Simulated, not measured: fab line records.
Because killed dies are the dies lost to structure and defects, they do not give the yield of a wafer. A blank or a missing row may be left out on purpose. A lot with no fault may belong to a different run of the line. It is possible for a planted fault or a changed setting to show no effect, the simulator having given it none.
What tool caused it? -- flow nand harc -- 39 wafers from 13 lots sampled at 4 of the route's 1302 steps

== WHAT EACH GAUGE READ, for each wafer ==
No reading from a measuring or inspecting step in the record can be judged against a usual standard deviation.

== EACH LOT AND THE TOOL THAT RAN IT (in order: tool; ch and the chambers of the sampled wafers; start) ==
lot,NHARC_P_ZERO_WELL_IMPLANT_27,NHARC_P_GATE_ETCH_104,NHARC_P_GATE_ALD_36,NHARC_P_GATE_STRIP_111
L348,"implanter-01 ch 0, day 2 18:59","rie diel-02 ch 0,2, day 5 21:22","ald sin-04 ch 0,1, day 5 22:34","plasma asher-02 ch 0,1, day 6 09:42"
L349,"implanter-01 ch 0, day 3 05:02","rie diel-05 ch 0,2, day 6 01:31","ald sin-03 ch 0,2,3, day 6 04:47","plasma asher-01 ch 0,1, day 6 13:37"
L350,"implanter-01 ch 0, day 3 14:49","rie diel-01 ch 0,1,2, day 6 12:25","ald sin-02 ch 0,1, day 6 15:02","plasma asher-01 ch 0,1, day 7 02:51"
L351,"implanter-01 ch 0, day 4 01:04","rie diel-02 ch 0,1,2, day 7 07:41","ald sin-04 ch 0,1, day 7 10:01","plasma asher-01 ch 0,1, day 7 20:01"
L352,"implanter-01 ch 0, day 4 10:56","rie diel-02 ch 0,1,2, day 7 10:41","ald sin-03 ch 1,2,3, day 7 14:03","plasma asher-02 ch 0,1, day 7 23:06"
L353,"implanter-02 ch 0, day 4 21:08","rie diel-05 ch 1,2, day 7 22:04","ald sin-02 ch 0,1,3, day 8 00:18","plasma asher-01 ch 0,1, day 8 10:16"
L354,"implanter-02 ch 0, day 5 07:02","rie diel-01 ch 1,3, day 8 09:06","ald sin-04 ch 0,3, day 8 10:18","plasma asher-01 ch 0, day 8 21:19"
L359,"implanter-01 ch 0, day 7 09:24","rie diel-02 ch 1,2, day 10 10:33","ald sin-02 ch 1,3, day 10 11:48","plasma asher-02 ch 0,1, day 11 00:59"
L363,"implanter-02 ch 0, day 9 00:53 and implanter-01 ch 0, day 9 01:18","rie diel-01 ch 1,2, day 12 09:47","ald sin-04 ch 1,2, day 12 11:02","plasma asher-01 ch 0,1, day 12 22:01"
L364,"implanter-02 ch 0, day 9 10:56","rie diel-05 ch 0,3, day 12 14:15","ald sin-03 ch 0,1, day 12 15:26","plasma asher-02 ch 0,1, day 13 02:24"
L365,"implanter-02 ch 0, day 9 21:38","rie diel-01 ch 0,1,3, day 12 18:45","ald sin-02 ch 0,1, day 12 21:26","plasma asher-01 ch 0,1, day 13 09:17"
L367,"implanter-02 ch 0, day 10 16:51","rie diel-01 ch 0,1,3, day 13 22:04","ald sin-03 ch 0,3, day 13 23:14","plasma asher-02 ch 1, day 14 10:11"
L368,"implanter-02 ch 0, day 11 02:51","rie diel-05 ch 1,2,3, day 14 07:55","ald sin-02 ch 0,1, day 14 10:14","plasma asher-01 ch 0,1, day 14 20:29"
- NHARC_P_ZERO_WELL_IMPLANT_27
- NHARC_P_GATE_ETCH_104: etches the open film in CF4/CHF3, target depth 60 nm.
- NHARC_P_GATE_ALD_36: deposits SiNx, target thk 20 nm, pulse time 60 s, ald cycles 223.
- NHARC_P_GATE_STRIP_111: strips in N2/H2, time 250 s.

== WHAT THE TOOLS THEMSELVES READ (means of the sampled wafers that have a number; where no wafer has one, the mark that the record gives instead) ==
NHARC_P_GATE_ETCH_104. Usual: cf4 flow sccm 100.0 sccm, standard deviation 0.33; drypump motor current A 5.6 A, standard deviation 0.48; oes product au 0.949 a.u., standard deviation 0.022; rf vpp V 371.2 V, standard deviation 2.1; showerhead plenum p Torr 1.59 Torr, standard deviation 0.06; throttle valve pct 16.802 %, standard deviation 0.0089.
lot,tool,cf4 flow sccm (sccm),drypump motor current A (A),oes product au (a.u.),rf vpp V (V),showerhead plenum p Torr (Torr),throttle valve pct (%),flag
L348,rie diel-02,99.9,5.2,0.931,372.5,1.61,16.795,
L349,rie diel-05,100.1,5.0,0.922,372.7,1.65,16.801,
L350,rie diel-01,99.6,5.9,0.935,371.0,1.59,16.799,
L351,rie diel-02,100.2,5.4,0.959,370.5,1.58,16.798,
L352,rie diel-02,99.9,5.4,0.912,370.5,1.58,16.804,
L353,rie diel-05,99.9,5.5,0.962,370.4,1.56,16.802,
L354,rie diel-01,99.8,6.0,0.967,373.6,1.66,16.801,
L359,rie diel-02,99.9,5.7,0.958,369.3,1.56,16.794,
L363,rie diel-01,100.0,5.6,0.967,369.1,1.54,16.795,
L364,rie diel-05,100.2,5.4,0.979,371.7,1.60,16.800,
L365,rie diel-01,99.7,6.2,0.932,372.8,1.64,16.811,
L367,rie diel-01,100.0,6.1,0.919,372.0,1.64,16.799,
L368,rie diel-05,99.5,5.6,0.952,370.4,1.57,16.799,

NHARC_P_GATE_ALD_36. Usual: heater power w 809 W, standard deviation 75; precursor pulse height rel 0.999, standard deviation 0.02.
lot,tool,heater power w (W),precursor pulse height rel,flag
L348,ald sin-04,768,0.995,
L349,ald sin-03,789,0.997,
L350,ald sin-02,731,1.009,
L351,ald sin-04,780,0.985,
L352,ald sin-03,837,1.014,
L353,ald sin-02,830,0.991,
L354,ald sin-04,779,0.985,
L359,ald sin-02,738,1.013,
L363,ald sin-04,818,0.987,
L364,ald sin-03,833,0.999,
L365,ald sin-02,837,0.974,
L367,ald sin-03,768,1.015,
L368,ald sin-02,801,0.984,

NHARC_P_GATE_STRIP_111. Usual: drypump motor current A 5.6 A, standard deviation 0.59; heater power w 97 W, standard deviation 5.9.
lot,tool,drypump motor current A (A),heater power w (W),flag
L348,plasma asher-02,4.9,103,
L349,plasma asher-01,6.1,96,
L350,plasma asher-01,6.0,94,
L351,plasma asher-01,6.1,96,
L352,plasma asher-02,4.9,102,
L353,plasma asher-01,6.0,93,
L354,plasma asher-01,6.3,88,
L359,plasma asher-02,5.1,105,
L363,plasma asher-01,6.2,92,
L364,plasma asher-02,5.1,102,
L365,plasma asher-01,6.0,94,
L367,plasma asher-02,4.8,95,
L368,plasma asher-01,6.1,93,

== THE ANSWER, worked out from the rows above alone ==
Rule: take the mean of a lot's wafers that have a number; if it is more than 3 standard deviations from the usual mean, the lot is off. A lot without any number at a reading at which 4 lots or more have one is off too. The other lots that the step has rows for count as sound. Order of review: gauges by route order, followed by the tools' own readings, for which a lot's mean as printed above is used. At the first step where some lot is off, the reading lying furthest off is the one used; lots without a number count as furthest.
No lot is off at any reading shown: from this, nothing can be told.

== WHAT THE SIMULATOR HAD INSERTED ==
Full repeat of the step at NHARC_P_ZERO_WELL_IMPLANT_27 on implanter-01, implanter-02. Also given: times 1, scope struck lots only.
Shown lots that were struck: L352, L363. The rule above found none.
